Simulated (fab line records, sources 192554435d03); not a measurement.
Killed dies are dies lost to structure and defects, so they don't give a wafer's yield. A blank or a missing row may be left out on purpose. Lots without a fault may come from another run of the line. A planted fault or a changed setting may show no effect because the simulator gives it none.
Which tool did it? | flow n5_finfet | 9 lots, 27 wafers sampled, at 3 steps of a route of 1938

WHAT THE GAUGES READ, wafer by wafer
N5_BEOL_M4_RC_MEAS_101. Usual: DIBL_N 36.0 mV/V, standard deviation 2.2; DIBL_P 35.9 mV/V, standard deviation 2.6; IOFF_N 0.16 nA/um, standard deviation 0.038; IOFF_P 0.21 nA/um, standard deviation 0.042; ION_N 675 uA/um, standard deviation 15; ION_P 463 uA/um, standard deviation 10; SS_N 71.5 mV/dec, standard deviation 0.62; SS_P 73.2 mV/dec, standard deviation 0.76; VT_N 250 mV, standard deviation 4.1; VT_P -251 mV, standard deviation 3.6.
lot  | measured     | on        | DIBL_N (mV/V)  | DIBL_P (mV/V)  | IOFF_N (nA/um) | IOFF_P (nA/um) | ION_N (uA/um) | ION_P (uA/um) | SS_N (mV/dec)  | SS_P (mV/dec)  | VT_N (mV)   | VT_P (mV)      | flag
L590 | day 8 00:55  | prober-02 | 36.3 35.1 32.8 | 37.2 36.8 34.1 | 0.17 0.15 0.12 | 0.21 0.19 0.16 | 675 662 672   | 458 454 463   | 72.3 71.6 70.7 | 73.5 73.3 72.1 | 249 251 253 | -252 -252 -255 |
L595 | day 9 22:17  | prober-01 | 36.5 34.2 35.0 | 35.6 34.0 34.3 | 0.15 0.13 0.13 | 0.20 0.19 0.19 | 672 682 673   | 462 473 465   | 71.5 70.9 70.7 | 73.3 72.4 72.6 | 249 253 251 | -249 -250 -249 |
L597 | day 9 23:51  | prober-02 | 37.8 35.3 35.8 | 37.3 34.2 33.6 | 0.16 0.12 0.13 | 0.19 0.16 0.15 | 675 644 653   | 459 445 446   | 71.2 70.9 71.9 | 73.3 73.4 72.5 | 252 259 256 | -254 -256 -259 |
L596 | day 10 03:46 | prober-01 | 35.3 37.6 39.0 | 34.6 36.8 39.5 | 0.13 0.16 0.21 | 0.17 0.20 0.24 | 673 662 684   | 464 450 464   | 70.8 71.5 72.3 | 72.6 74.0 74.1 | 251 252 246 | -255 -254 -252 |
L606 | day 12 00:15 | prober-02 | 38.2 38.3 37.3 | 34.2 37.3 36.2 | 0.15 0.17 0.16 | 0.19 0.23 0.22 | 658 691 687   | 452 473 474   | 71.8 71.6 71.0 | 73.3 73.5 73.4 | 253 245 248 | -253 -251 -249 |
L607 | day 12 17:16 | prober-02 | 38.6 39.9 38.5 | 39.0 42.4 39.0 | 0.18 0.22 0.20 | 0.23 0.29 0.25 | 675 696 689   | 464 482 472   | 71.9 72.1 71.6 | 73.4 73.9 73.0 | 249 245 246 | -250 -248 -250 |
L609 | day 13 02:10 | prober-02 | 35.9 32.9 33.8 | 36.9 32.5 31.9 | 0.17 0.12 0.12 | 0.28 0.19 0.18 | 684 663 656   | 476 462 454   | 71.5 70.3 70.8 | 74.2 72.6 72.2 | 249 255 252 | -243 -249 -251 |
L608 | day 13 05:34 | prober-02 | 38.0 34.9 34.1 | 39.0 35.5 34.3 | 0.20 0.15 0.13 | 0.25 0.19 0.18 | 685 689 664   | 465 469 458   | 72.1 71.6 71.3 | 74.5 73.0 73.1 | 248 250 253 | -251 -250 -254 |
L611 | day 13 18:21 | prober-02 | 36.0 35.7 35.6 | 37.0 36.7 37.8 | 0.18 0.18 0.19 | 0.25 0.25 0.28 | 684 693 700   | 464 475 491   | 71.0 71.2 71.5 | 73.4 73.6 74.2 | 245 244 245 | -248 -245 -245 |

N5_BEOL_M7_CD_MEAS_35: target cd 40 nm. Usual: cd_nm 40.1 nm, standard deviation 0.86.
lot  | measured     | on        | cd_nm (nm)     | flag
L590 | day 9 02:00  | cd_sem-02 | 40.8 40.2 38.8 |
L595 | day 11 05:58 | cd_sem-02 | 39.7 40.2 39.6 |
L597 | day 11 05:34 | cd_sem-01 | 40.6 40.3 41.9 |
L596 | day 11 07:59 | cd_sem-02 | 40.6 41.0 39.6 |
L606 | day 13 02:53 | cd_sem-02 | 40.1 40.3 39.7 |
L607 | day 13 22:46 | cd_sem-02 | 39.7 40.2 39.6 |
L609 | day 13 23:11 | cd_sem-02 | 38.5 38.8 39.7 |
L608 | day 14 07:01 | cd_sem-02 | 40.7 40.2 39.8 |
L611 | day 14 20:34 | cd_sem-01 | 40.3 40.7 40.8 |

WHICH TOOL RAN EACH LOT (tool, then ch and the chambers of the sampled wafers, then the start)
lot  | N5_BEOL_M7_ETCH_66
L590 | rie_diel-05 ch 0,1,3, day 9 01:30
L595 | rie_diel-02 ch 0,1,3, day 11 05:28
L597 | rie_diel-02 ch 2,3, day 11 05:04
L596 | rie_diel-05 ch 0,2, day 11 07:29
L606 | rie_diel-02 ch 0,1,3, day 13 02:23
L607 | rie_diel-03 ch 1,2,3, day 13 22:16
L609 | rie_diel-03 ch 0,2,3, day 13 22:41
L608 | rie_diel-03 ch 0,1,2, day 14 06:31
L611 | rie_diel-05 ch 0,1,2, day 14 20:04
- N5_BEOL_M7_ETCH_66: etches SOC in N2/H2, target depth 80 nm, overetch 16 nm, time 120 s.

WHAT THE TOOLS THEMSELVES READ (means of the sampled wafers that have a number; where no wafer has one, the mark that the record gives instead)
N5_BEOL_M7_ETCH_66. Usual: drypump_motor_current_A 5.8 A, standard deviation 0.5; oes_product_au 0.60 a.u., standard deviation 0.052; rf_vpp_V 523.8 V, standard deviation 1.9; showerhead_plenum_p_Torr 2.53 Torr, standard deviation 0.053; temp_c 39.99 C, standard deviation 0.11; throttle_valve_pct 17.76 %, standard deviation 0.27.
lot  | tool        | drypump_motor_current_A (A) | oes_product_au (a.u.) | rf_vpp_V (V) | showerhead_plenum_p_Torr (Torr) | temp_c (C) | throttle_valve_pct (%) | flag
L590 | rie_diel-05 | 6.0                         | 0.58                  | 523.7        | 2.54                            | 39.91      | 17.88                  |
L595 | rie_diel-02 | 5.5                         | 0.60                  | 522.7        | 2.50                            | 39.90      | 17.84                  |
L597 | rie_diel-02 | 6.1                         | 0.55                  | 523.8        | 2.53                            | 40.02      | 18.01                  |
L596 | rie_diel-05 | 5.9                         | 0.58                  | 523.3        | 2.53                            | 39.94      | 17.63                  |
L606 | rie_diel-02 | 5.5                         | 0.59                  | 522.8        | 2.49                            | 39.99      | 17.87                  |
L607 | rie_diel-03 | 5.7                         | 0.65                  | 524.7        | 2.58                            | 40.01      | 17.61                  |
L609 | rie_diel-03 | 5.9                         | 0.64                  | 523.7        | 2.53                            | 40.03      | 17.68                  |
L608 | rie_diel-03 | 5.3                         | 0.65                  | 522.6        | 2.54                            | 39.96      | 17.66                  |
L611 | rie_diel-05 | 5.8                         | 0.61                  | 524.5        | 2.54                            | 39.89      | 17.55                  |

THE ANSWER, worked out from the rows above alone
Rule: a lot is off if the mean of its wafers that have a number lies more than 3 standard deviations from the usual mean. A lot without any number at a reading at which 4 lots or more have one is off too. The other lots that the step has rows for count as sound. The gauges are gone through in route order, then the tools' own readings, and for those a lot's mean is taken as printed above. The first step at which some lot is off is used, and at that step the reading that is off furthest; a lot without a number counts as furthest.
No lot is off at any reading shown: from this, nothing can be told.

WHAT THE SIMULATOR HAD PUT IN
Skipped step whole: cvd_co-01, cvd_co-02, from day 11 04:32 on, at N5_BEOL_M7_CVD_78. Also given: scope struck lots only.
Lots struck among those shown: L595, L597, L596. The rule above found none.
